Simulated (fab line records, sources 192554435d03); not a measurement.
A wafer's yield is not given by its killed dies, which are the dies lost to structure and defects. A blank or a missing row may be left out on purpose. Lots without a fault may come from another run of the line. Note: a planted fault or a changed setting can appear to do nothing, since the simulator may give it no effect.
fab line records    flow n5-finfet    part 1 of 2: steps 1 to 5 of 6
record: lots: 10  wafers: 29  last-day: 17
route steps=1938 shown ZERO_LAYER@16 WELL_APT@29 PMOS_HMC_CHANNEL_EPI@57 BEOL_M4@1111 PASSIVATION@1936
lots that met no fault: from a run of the same line without faults
start-h: the number of hours between the record's first day and the start of the first shown wafer of the lot    wait-h: hours from the lot's prior step to this one    " as in the row above    L1.1+2: one row covering several wafers at once    - either no value or no given start    * or withheld: withheld    < > ~ a bound
route shown NAME@n: a module of which the file shows steps, and the number in the route of the first    usual: average and standard deviation across the fault-free wafers    same: alike in all rows    chamber/n: place in a boat    sites: readings site by site    _std_site: how widely they spread, as a standard deviation    _edge_site: the outer-site mean with the inner-site mean subtracted    radius-mm: how far each site lies from the wafer's centre    mask NAME#n: copy n    behind: the last tool/chamber to shape the wafer    hold: what put the lot on hold/how long, in hours/how the hold closed    device: the n, p or np transistor that did not switch    end of line: the same wafers' tests at the end of the route    step lacking rows: just its recipe    killed: count of dies lost to structure and defects at first sort (not the wafer's yield)    map: a wafer's dies, x killed, . not, _ none there
set.NAME: setting as actually run; set.NAME@STEP: the setting as run at that earlier step    model.NAME: the simulator's own value behind a step, which no gauge read
route steps across a sampled set of lots; one table per step, one row per wafer
services: when a tool's chamber went out of use (start-h, in hours from the record's first day, below 0 if earlier), for how many hours, and the reason
== steps ==
step: N5_ZERO_LAYER_ETCH_18
recipe: chemistry: HBr/Cl2  target: Si  target-depth-a: 1200  time-s: 40  pressure-mtorr: 10  icp-w: 800  bias-w: 75  HBr_flow_sccm: 150  Cl2_flow_sccm: 80
usual: drypump-motor-current-A: 5.6/0.54  oes-product-au: 0.999/0.018  rf-fwd-power-W: 795.8/2.5  throttle-valve-pct: 36.5/0.33
lot.wafer  tool       chamber  start-h  wait-h  drypump-motor-current-A  oes-product-au  rf-fwd-power-W  rf-hours-counter-h  throttle-valve-pct
L209.2     rie-si-06  3        13.20    0.1     5.5                      1.000           796.1           76                  36.0
L209.4     "          2        "        "       5.3                      1.008           800.0           -                   36.5
L209.5     "          1        "        "       5.7                      0.978           797.7           -                   36.5
L213.2     rie-si-06  2        36.81    0.0     5.2                      0.998           797.7           133                 36.5
L213.3     "          0        "        "       5.6                      1.018           795.6           22                  36.8
L213.4     "          3        "        "       5.5                      0.996           793.6           77                  36.0
L215.3     rie-si-01  2        49.25    0.0     5.3                      1.020           794.8           2                   36.0
L215.4     "          3        "        "       6.0                      0.987           798.7           4                   36.6
L215.6     "          3        "        "       6.0                      0.975           797.0           -                   36.6
L216.3     rie-si-01  1        54.79    0.0     6.7                      1.001           799.3           101                 36.2
L216.4     "          3        "        "       6.1                      0.983           795.9           4                   36.6
L216.6     "          2        "        "       5.3                      1.017           793.1           -                   36.0
L218.2     rie-si-01  2        66.92    0.1     5.3                      1.018           793.9           2                   36.0
L218.5     "          1        "        "       6.7                      1.006           796.3           -                   36.2
L218.6     "          2        "        "       5.3                      1.014           795.2           -                   36.0
L219.2     rie-si-03  0        73.11    0.0     5.1                      1.015           796.5           81                  36.5
L219.3     "          1        "        "       4.9                      0.970           796.7           27                  37.2
L219.4     "          2        "        "       5.5                      1.023           795.6           49                  36.4
L220.1     rie-si-03  3        78.92    0.1     6.6                      0.983           794.2           25                  36.6
L220.4     "          2        "        "       5.5                      1.015           793.8           49                  36.4
L220.5     "          2        "        "       5.5                      1.014           793.0           -                   36.4
L228.2     rie-si-03  1        126.91   0.0     4.8                      0.969           797.1           28                  37.2
L228.3     "          2        "        "       5.5                      1.020           802.2           50                  36.4
L230.1     rie-si-06  0        138.87   0.0     5.6                      1.018           795.3           24                  36.8
L230.2     "          2        "        "       5.2                      1.005           800.6           135                 36.5
L230.5     "          0        "        "       5.6                      1.015           793.9           -                   36.8
L231.2     rie-si-06  1        144.97   0.0     5.7                      0.982           801.4           69                  36.5
L231.4     "          3        "        "       5.5                      1.002           793.7           79                  36.0
L231.6     "          2        "        "       5.2                      1.007           792.7           -                   36.5
step: N5_WELL_APT_OVL_MEAS_09
recipe: points-per-wafer: 44
usual: NWELL_OVL: -4/6.5
lot.wafer  tool        chamber  start-h  wait-h  NWELL_OVL[nm]
L209.2     overlay-02  0        14.12    0.0     -12
L209.4     "           0        "        "       -6
L209.5     "           0        "        "       -7
L213.2     overlay-02  0        37.74    0.0     0
L213.3     "           0        "        "       0
L213.4     "           0        "        "       -7
L215.3     overlay-02  0        50.08    0.0     -14
L215.4     "           0        "        "       4
L215.6     "           0        "        "       3
L216.3     overlay-02  0        55.71    0.0     -9
L216.4     "           0        "        "       -4
L216.6     "           0        "        "       -10
L218.2     overlay-02  0        67.72    0.0     7
L218.5     "           0        "        "       -13
L218.6     "           0        "        "       -6
L219.2     overlay-01  0        74.06    0.0     2
L219.3     "           0        "        "       -5
L219.4     "           0        "        "       -1
L220.1     overlay-02  0        79.84    0.0     -16
L220.4     "           0        "        "       0
L220.5     "           0        "        "       -9
L228.2     overlay-01  0        127.84   0.0     -3
L228.3     "           0        "        "       -9
L230.1     overlay-02  0        139.70   0.0     0
L230.2     "           0        "        "       -3
L230.5     "           0        "        "       -12
L231.2     overlay-01  0        145.90   0.0     -10
L231.4     "           0        "        "       -4
L231.6     "           0        "        "       -4
step: N5_WELL_APT_STRIP_16
recipe: chemistry: SPM  time-s: 900  temp-c: 130  h2so4-h2o2-vol-ratio: 4  dry: ipa-marangoni
usual: bath-guard-temp-C: 130.0/0.56  bath-heat-duty-pct: 15.4/1.4
lot.wafer  tool          chamber  start-h  wait-h  bath-guard-temp-C  bath-heat-duty-pct
L209.2     wet-bench-03  3        14.76    0.2     129.8              13.0
L209.4     "             1        "        "       129.0              15.1
L209.5     "             5        "        "       130.7              14.1
L213.2     wet-bench-04  7        38.28    0.1     130.1              17.3
L213.3     "             0        "        "       129.8              17.6
L213.4     "             6        "        "       130.4              14.7
L215.3     wet-bench-03  0        50.64    0.1     129.3              14.7
L215.4     "             2        "        "       129.6              13.7
L215.6     "             4        "        "       129.7              14.0
L216.3     wet-bench-02  5        56.25    0.1     130.4              14.3
L216.4     "             0        "        "       130.1              16.1
L216.6     "             3        "        "       129.6              16.0
L218.2     wet-bench-04  3        68.58    0.1     -                  -
L218.5     "             7        "        "       -                  -
L218.6     "             4        "        "       -                  -
L219.2     wet-bench-03  3        74.60    0.1     -                  -
L219.3     "             1        "        "       -                  -
L219.4     "             5        "        "       -                  -
L220.1     wet-bench-03  7        80.39    0.2     -                  -
L220.4     "             6        "        "       -                  -
L220.5     "             3        "        "       -                  -
L228.2     wet-bench-03  2        128.38   0.1     129.4              14.7
L228.3     "             4        "        "       129.7              15.6
L230.1     wet-bench-03  7        140.42   0.2     130.2              16.8
L230.2     "             5        "        "       130.9              13.2
L230.5     "             4        "        "       129.8              15.4
L231.2     wet-bench-04  0        146.44   0.1     129.7              16.4
L231.4     "             7        "        "       130.1              17.0
L231.6     "             2        "        "       129.4              16.7
step: N5_PMOS_HMC_CHANNEL_EPI_HM_DEP_34
recipe: material: SiO2  target-thk-a: 360  temp-c: 400  precursor: TEOS/O2  pressure-torr: 6.5  rf-w: 900  teos-flow-sccm: 161.4  gas: O2  flow-sccm: 2650  time-s: 6.9
usual: heater-power-w: 520/72  rf-fwd-power-W: 887/4.4  showerhead-plenum-p-Torr: 8.35/0.04  showerhead-vpp-V: 1840/55  throttle-valve-pct: 18.6/1
lot.wafer  tool      chamber  start-h  wait-h  heater-power-w  rf-fwd-power-W  showerhead-plenum-p-Torr  showerhead-vpp-V  throttle-valve-pct
L209.2     pecvd-01  1        17.38    0.0     529             889             8.38                      1889              18.7
L209.4     "         0        "        "       527             889             8.37                      1836              17.6
L209.5     "         1        "        "       517             889             8.37                      1866              18.5
L213.2     pecvd-04  2        40.77    0.0     622             882             8.32                      1891              17.7
L213.3     "         2        "        "       602             879             8.32                      1894              17.5
L213.4     "         1        "        "       613             884             8.39                      1936              19.7
L215.3     pecvd-03  0        52.94    0.0     628             892             8.28                      1743              20.5
L215.4     "         2        "        "       613             879             8.40                      1907              17.5
L215.6     "         0        "        "       612             890             8.30                      1756              20.3
L216.3     pecvd-01  0        58.62    0.0     489             884             8.35                      1804              17.6
L216.4     "         1        "        "       482             887             8.40                      1848              18.3
L216.6     "         0        "        "       491             890             8.36                      1782              17.8
L218.2     pecvd-01  0        70.99    0.0     555             882             8.37                      1810              17.8
L218.5     "         0        "        "       558             882             8.36                      1800              17.6
L218.6     "         1        "        "       518             889             8.38                      1849              18.7
L219.2     pecvd-01  0        76.92    0.0     538             885             8.37                      1851              17.6
L219.3     "         1        "        "       518             890             8.40                      1881              18.6
L219.4     "         2        "        "       372             887             8.31                      1783              18.2
L220.1     pecvd-03  1        82.71    0.0     447             890             8.31                      1811              18.5
L220.4     "         2        "        "       542             884             8.39                      1872              17.8
L220.5     "         1        "        "       452             887             8.30                      1827              18.7
L228.2     pecvd-01  1        130.81   0.0     485             891             8.38                      1867              18.6
L228.3     "         1        "        "       488             889             8.36                      1871              18.6
L230.1     pecvd-01  0        143.62   0.0     516             885             8.38                      1805              17.3
L230.2     "         1        "        "       484             887             8.37                      1860              18.8
L230.5     "         0        "        "       511             887             8.35                      1843              17.6
L231.2     pecvd-01  1        149.04   0.0     444             887             8.38                      1865              18.5
L231.4     "         2        "        "       418             881             8.33                      1795              18.0
L231.6     "         1        "        "       444             889             8.39                      1862              18.5
step: N5_BEOL_M4_RC_MEAS_101
usual: CJ_N: 4.30/0.076  DIBL_N: 36.1/2  DIBL_P: 36.3/2.4  IOFF_N: 0.15/0.035  IOFF_N_85C: 3.0/0.56  IOFF_N_LIN: 0.072/0.013  IOFF_N_LONG: 5.47e-05/2.8e-06  IOFF_P: 0.21/0.039  ION_N: 672/15  ION_P: 463/9.7  RS_PWELL: 3003/28  SS_N: 71.5/0.7  SS_P: 73.2/0.75  VT_N: 251/3.6  VT_N_LVT: 100/3.6  VT_P: -250/3.8
lot.wafer  tool       chamber  start-h  wait-h  CJ_N  DIBL_N[mV/V]  DIBL_P[mV/V]  IOFF_N[nA/um]  IOFF_N_85C[nA/um]  IOFF_N_LIN[nA/um]  IOFF_N_LONG[nA/um]  IOFF_P[nA/um]  ION_N[uA/um]  ION_P[uA/um]  RS_PWELL[ohm/sq]  SS_N[mV/dec]  SS_P[mV/dec]  VT_N[mV]  VT_N_LVT[mV]  VT_P[mV]
L209.2     prober-01  0        174.42   0.2     4.25  33.8          33.2          0.12           2.5                0.060              5.64e-05            0.18           676           466           3014              70.3          72.8          255       103           -252
L209.4     "          0        "        "       4.13  35.8          36.5          0.14           2.9                0.069              5.44e-05            0.22           670           468           3021              71.2          73.4          252       101           -247
L209.5     "          0        "        "       4.27  36.9          37.2          0.15           3.1                0.073              5.55e-05            0.24           669           466           2997              71.5          73.8          253       101           -248
L213.2     prober-01  0        196.05   0.2     4.41  34.1          36.1          0.14           2.8                0.068              5.29e-05            0.20           670           461           2994              71.1          72.7          248       100           -250
L213.3     "          0        "        "       4.27  37.2          39.6          0.17           3.3                0.078              5.1e-05             0.26           664           463           3002              71.7          73.7          250       100           -250
L213.4     "          0        "        "       4.52  35.7          36.1          0.15           3.0                0.070              5.41e-05            0.19           660           458           3007              72.0          72.8          251       101           -252
L215.3     prober-02  0        206.71   0.3     4.35  39.7          39.7          0.20           3.8                0.086              5.31e-05            0.22           671           456           2969              72.8          74.2          247       97            -252
L215.4     "          0        "        "       4.23  37.9          38.4          0.16           3.2                0.075              5.26e-05            0.20           676           462           2943              72.7          73.3          250       98            -257
L215.6     "          0        "        "       4.21  37.7          38.9          0.17           3.3                0.076              5.18e-05            0.20           669           453           2973              72.5          73.7          249       98            -253
L216.3     prober-01  0        214.52   0.8     4.38  35.6          35.5          0.15           3.0                0.072              5.88e-05            0.21           667           464           3053              71.7          73.1          250       99            -248
L216.4     "          0        "        "       4.30  33.7          34.3          0.15           3.0                0.073              5.81e-05            0.19           670           457           3024              70.9          72.5          249       98            -248
L216.6     "          0        "        "       4.32  35.2          35.2          0.16           3.1                0.075              5.87e-05            0.21           677           461           3043              71.2          73.4          246       98            -249
L219.2     prober-01  0        221.44   0.2     0.09  107.1         34.5          24.92          217.8              1.210              0.0001003           0.15           688           442           -                 149.5         72.8          239       85            -254
L219.3     "          0        "        "       0.09  107.2         38.1          34.04          278.1              1.581              0.0001005           0.21           707           457           -                 147.9         73.1          232       79            -253
L219.4     "          0        "        "       0.09  117.3         38.4          41.34          335.6              1.779              0.0001011           0.20           708           453           -                 151.6         73.3          235       81            -254
L218.2     prober-02  0        221.96   0.2     0.09  108.2         37.2          35.61          281.0              1.650              0.0001081           0.27           702           466           -                 147.3         73.5          233       84            -244
L218.5     "          0        "        "       0.09  80.7          36.4          13.49          126.8              0.866              0.0001093           0.26           696           467           -                 129.4         73.6          236       87            -245
L218.6     "          0        "        "       0.09  88.3          31.1          13.11          122.8              0.776              0.00011             0.18           676           460           -                 136.9         71.3          242       91            -247
L220.1     prober-02  0        239.84   0.0     0.09  69.5          37.7          8.31           87.1               0.661              0.000108            0.24           711           470           -                 117.1         73.9          234       85            -246
L220.4     "          0        "        "       0.09  68.7          35.9          7.57           80.1               0.614              0.0001064           0.23           712           471           -                 118.6         73.6          236       86            -249
L220.5     "          0        "        "       0.09  92.3          39.9          27.44          235.3              1.437              0.0001062           0.30           731           473           -                 137.8         74.0          231       80            -245
L228.2     prober-01  0        284.75   0.2     4.25  36.2          37.2          0.15           2.9                0.068              5e-05               0.19           660           455           3012              71.9          73.4          251       100           -253
L228.3     "          0        "        "       4.41  37.4          38.7          0.18           3.4                0.080              5.15e-05            0.21           691           469           3043              71.7          73.3          248       96            -250
L230.1     prober-01  0        306.77   0.0     4.21  37.0          37.2          0.18           3.4                0.080              5.76e-05            0.24           672           458           2980              72.1          73.5          248       95            -250
L230.2     "          0        "        "       4.17  32.3          31.4          0.10           2.1                0.052              5.7e-05             0.15           652           457           2980              70.9          71.8          258       103           -254
L230.5     "          0        "        "       4.15  34.5          34.8          0.14           2.7                0.066              5.67e-05            0.21           665           458           2985              71.1          72.5          252       99            -249
L231.2     prober-01  0        311.10   0.2     4.35  36.3          35.1          0.13           2.6                0.061              5.42e-05            0.21           647           451           3007              71.1          72.2          254       104           -247
L231.4     "          0        "        "       4.35  39.6          39.1          0.19           3.7                0.086              5.41e-05            0.27           680           464           2987              72.3          73.1          246       99            -248
L231.6     "          0        "        "       4.40  36.0          34.1          0.12           2.6                0.060              5.44e-05            0.19           656           458           3004              71.3          72.6          256       105           -253
== key ==
first-sign: step: N5_WELL_APT_STRIP_16  reading: tool-record  direction: missing
effect: step: N5_BEOL_M4_RC_MEAS_101  reading: IOFF_N  direction: up  sigmas: 99+  usual: 0.15  struck: 22.87
effect: step: N5_BEOL_M4_RC_MEAS_101  reading: IOFF_N_85C  direction: up  sigmas: 99+  usual: 3.0  struck: 196.1
effect: step: N5_BEOL_M4_RC_MEAS_101  reading: SS_N  direction: up  sigmas: 95  usual: 71.5  struck: 137.4
effect: step: N5_BEOL_M4_RC_MEAS_101  reading: IOFF_N_LIN  direction: up  sigmas: 85  usual: 0.072  struck: 1.175
effect: step: N5_BEOL_M4_RC_MEAS_101  reading: CJ_N  direction: down  sigmas: 55  usual: 4.30  struck: 0.09
effect: step: N5_BEOL_M4_RC_MEAS_101  reading: DIBL_N  direction: up  sigmas: 29  usual: 36.1  struck: 93.3
effect: step: N5_BEOL_M4_RC_MEAS_101  reading: IOFF_N_LONG  direction: up  sigmas: 18  usual: 5.47e-05  struck: 0.0001055
effect: step: N5_BEOL_M4_RC_MEAS_101  reading: VT_N_LVT  direction: down  sigmas: 4.2  usual: 100  struck: 84
effect: step: N5_BEOL_M4_RC_MEAS_101  reading: VT_N  direction: down  sigmas: 4.2  usual: 251  struck: 235
effect: step: N5_BEOL_M4_RC_MEAS_101  reading: ION_N  direction: up  sigmas: 2  usual: 672  struck: 703  wafers-moved: 7
effect: step: N5_BEOL_M4_RC_MEAS_101  reading: RS_PWELL  direction: missing
effect: step: N5_PASSIVATION_PROBE_49  reading: sort_bin_4_leakage  direction: up  sigmas: 99+  usual: 0  struck: 90.67
met-at N5_WELL_APT_STRIP_16
struck-lots L218,L219,L220
baseline-loss: step: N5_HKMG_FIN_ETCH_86  wafers: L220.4
not-acting-at N5_ZERO_LAYER_ETCH_18,N5_WELL_APT_OVL_MEAS_09,N5_PMOS_HMC_CHANNEL_EPI_HM_DEP_34
onset-between 50.64 68.58
fault: kind: skipped-step-whole  tool: wet-bench-03,wet-bench-04  chamber: -  onset-h: 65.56  steps: N5_WELL_APT_STRIP_16  scope: struck-lots-only
baseline-loss: these wafers lose ten dies or more at that step, a loss of the line's own and not of a fault; the sort's usual values leave them out
